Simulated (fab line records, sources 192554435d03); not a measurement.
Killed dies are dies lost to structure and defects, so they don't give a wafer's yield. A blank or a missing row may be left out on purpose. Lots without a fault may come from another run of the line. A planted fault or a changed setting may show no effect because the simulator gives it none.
Chamber matching | flow n5_finfet | N5_FIN_SAQP_STRIP_77 on rie_diel-06: 4 sister chambers
The step strips in N2/H2, time 90 s. 4 wafers are shown with their chamber, then 9 later ones without.

WAFERS WITH THEIR CHAMBER
wafer  | chamber | showerhead_plenum_p_Torr (Torr)
L086.3 | 0       | 3.36
L088.1 | 1       | 3.49
L088.3 | 2       | 3.42
L088.5 | 3       | 3.41

WAFERS WITHOUT THEIR CHAMBER
wafer  | showerhead_plenum_p_Torr (Torr)
L089.1 | 3.41
L089.5 | 3.41
L089.6 | 3.41
L094.1 | 3.35
L094.2 | 3.48
L094.3 | 3.41
L096.2 | 3.48
L096.4 | 3.34
L096.5 | 3.34

WHICH CHAMBER EACH WENT THROUGH
wafer  | from the rows above     | in truth
L089.1 | can't be placed: 3 or 2 | 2
L089.5 | can't be placed: 3 or 2 | 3
L089.6 | can't be placed: 3 or 2 | 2
L094.1 | 0                       | 0
L094.2 | 1                       | 1
L094.3 | can't be placed: 3 or 2 | 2
L096.2 | 1                       | 1
L096.4 | 0                       | 0
L096.5 | 0                       | 0
Placed correctly: 5 of 9. Can't be placed from these rows: 4 (the true chamber is among the candidates in 4). Placed wrongly: 0.
How it was worked out, from the rows above alone: a wafer's distance from a chamber is the root of the sum, over the readings, of the square of ((its reading less the chamber's mean) divided by the reading's scatter). The wafer belongs to the nearest chamber; if the next one is less than 2 further off, it can't be placed. A chamber's mean is the mean of its shown wafers. The scatter: with one shown wafer a chamber, the root of the mean of the squares of how far each hidden wafer lies from its nearest shown one.
